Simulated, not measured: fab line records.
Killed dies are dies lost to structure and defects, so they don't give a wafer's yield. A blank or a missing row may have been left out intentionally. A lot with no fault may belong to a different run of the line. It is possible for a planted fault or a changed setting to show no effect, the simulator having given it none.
Struck lot and sound lot, side by side ; flow n5Finfet ; 16 out of 1938 route steps
Sound: these wafers, L544.1, L544.4, L544.5. Struck: wafer L550.3. (L550.4 of the same lot was not struck and is left out.) The cause comes at the end.
For every step that has rows: the tool of each side, followed by ch and its chambers, followed by its first start. Under that, the readings that differ: sound wafers ; struck wafers ; difference of the means ; sigmas: that difference in standard deviations of wafers without a fault.
alike: same words and numbers on both sides, and readings whose means sit less than 2 such deviations apart. not compared: any withheld reading, any reading some wafer has no value for, any bound like >300 that may hide the same value, and any number with overlapping values for which the record gives no deviation.
A row with sigmas, a row that says differs or no value, or rows on one side alone: a step with any of these is where the two part. When numbers do not overlap yet have no deviation, they are printed without sigmas and do not part them. Lack of a reading on every wafer of one side parts them only where that side has two or more wafers.

first, 4 steps without rows for these wafers: N5_MOL_CONTACT_COAG_SOFTBAKE_35 (time 60 s); N5_MOL_CONTACT_COAG_EXPOSE_37 (exposes mask VD, defocus 0 nm); N5_MOL_CONTACT_COAG_PEB_38 (peb time 60 s); N5_MOL_CONTACT_COAG_DEVELOP_39 (develop time 30 s).
N5_MOL_CONTACT_COAG_CD_MEAS_40 targets a cd of 25.1 nm.
  sound on cdSem-03 ch 0, day 6 20:17; struck on cdSem-01 ch 0, day 8 11:47
  alike: cdNm
N5_MOL_CONTACT_COAG_OVL_MEAS_41:
  sound on overlay-02 ch 0, day 6 20:19; struck on overlay-02 ch 0, day 8 11:50
  alike: VD_OVL
N5_MOL_CONTACT_COAG_INSPECT_42: inspects for defects (brightfield).
  struck on defectInspect-01, day 8 11:52; sound on defectInspect-02, day 6 20:23
  alike: rawDefectCount
N5_MOL_CONTACT_COAG_DESCUM_45: chemistry O2, time 7 s.
  sound on rieDiel-04 ch 0,1, day 6 20:25; struck on rieDiel-06 ch 1, day 8 11:55
reading;sound;struck;difference;sigmas
oesProductAu (a.u.);0.77 0.72 0.73;0.90;+0.16;+2
  alike: drypumpMotorCurrentA, rfVppV, showerheadPlenumPTorr, throttleValvePct
  not compared: rfHoursCounterH
N5_MOL_CONTACT_COAG_ETCH_65: etches underlayer in N2/H2, target depth 13 nm, time 10.4 s.
  sound on rieDiel-04 ch 0,1, day 6 20:27; struck on rieDiel-06 ch 1, day 8 11:56
reading;sound;struck;difference;sigmas
oesProductAu (a.u.);0.66 0.62 0.62;0.77;+0.14;+2
  alike: drypumpMotorCurrentA, etchRfOnTimeS, rfVppV, showerheadPlenumPTorr, throttleValvePct
  not compared: rfHoursCounterH
N5_MOL_CONTACT_COAG_ETCH_66: etches SiARC in CF4, target depth 13 nm, time 21.7 s.
  sound on rieDiel-04 ch 0,1, day 6 20:28; struck on rieDiel-06 ch 1, day 8 11:58
  alike: drypumpMotorCurrentA, etchRfOnTimeS, oesProductAu, rfVppV, showerheadPlenumPTorr, throttleValvePct
  not compared: rfHoursCounterH
N5_MOL_CONTACT_COAG_ALD_133: deposits SiO2, target thk 5 nm, pulse time 1 s, co reactant pulse time 1 s.
  sound on aldSin-03 ch 1,2,3, day 6 20:33; struck on aldSin-01 ch 0, day 8 12:59
  alike: heaterPowerW, precursorPulseHeightRel, susceptorTempC
N5_MOL_CONTACT_COAG_ETCHBACK_134: etches SiO2 in CHF3, target depth 10 nm, time 6.7 s.
  sound on rieDiel-04 ch 1,2, day 6 20:44; struck on rieDiel-04 ch 0, day 8 13:25
reading;sound;struck;difference;sigmas
showerheadPlenumPTorr (Torr);2.36 2.31 2.31;2.45;+0.12;+2
  alike: drypumpMotorCurrentA, oes_f_703_au, oesProductAu, rfVppV, throttleValvePct
  not compared: rfHoursCounterH
N5_MOL_CONTACT_COAG_ETCH_67: etches SOC in N2/H2, target depth 60 nm, overetch 21 nm, time 101.2 s.
  sound on rieDiel-04 ch 1,2, day 6 20:46; struck on rieDiel-04 ch 0, day 8 13:27
reading;sound;struck;difference;sigmas
model.SiARC_of_MOL_CONTACT_COAG_COAT_63.thkNm (nm);6.2 6 6;4.6;-1.5;
  alike: drypumpMotorCurrentA, oesProductAu, rfVppV, showerheadPlenumPTorr, throttleValvePct
  not compared: rfHoursCounterH
then, 1 step without rows for these wafers: N5_MOL_CONTACT_COAG_STRIP_68 (strips in N2/H2).
-- the record jumps here: 3 days lie between the struck wafers' starts before and after (it left off in module MOL_CONTACT_COAG and takes up again in module BEOL_M4, whose first step shown is number 1111 of the route) --
N5_BEOL_M4_RC_MEAS_101:
  sound on prober-01 ch 0, day 9 07:19; struck on prober-02 ch 0, day 11 20:48
reading;sound;struck;difference;sigmas
DIBL_N (mV/V);38.0 40.3 38.4;34.1;-4.8;-2
DIBL_P (mV/V);38.6 41.9 39.6;32.9;-7.1;-2
IOFF_N (nA/um);0.21 0.27 0.22;0.12;-0.11;-3
IOFF_P (nA/um);0.28 0.34 0.30;0.17;-0.14;-3
ION_N (uA/um);696 696 705;647;-52;-3
ION_P (uA/um);469 481 480;453;-24;-2
VT_N (mV);243 240 241;254;+13;+3
VT_P (mV);-244 -243 -242;-251;-8;-2
  alike: SS_N, SS_P
-- a jump in the record: the struck wafers' starts before and after are 4 days apart (it breaks off in module BEOL_M4 and resumes in module PASSIVATION, where the first step shown is number 1936 of the route) --
N5_PASSIVATION_PROBE_49:
  only the struck wafers here have rows in the record (prober-02, day 15 23:41); the sound ones have none

## WHERE THEY PART
First at N5_MOL_CONTACT_COAG_DESCUM_45; last, within this record, at N5_PASSIVATION_PROBE_49.

WHY: what had been put in by the simulator
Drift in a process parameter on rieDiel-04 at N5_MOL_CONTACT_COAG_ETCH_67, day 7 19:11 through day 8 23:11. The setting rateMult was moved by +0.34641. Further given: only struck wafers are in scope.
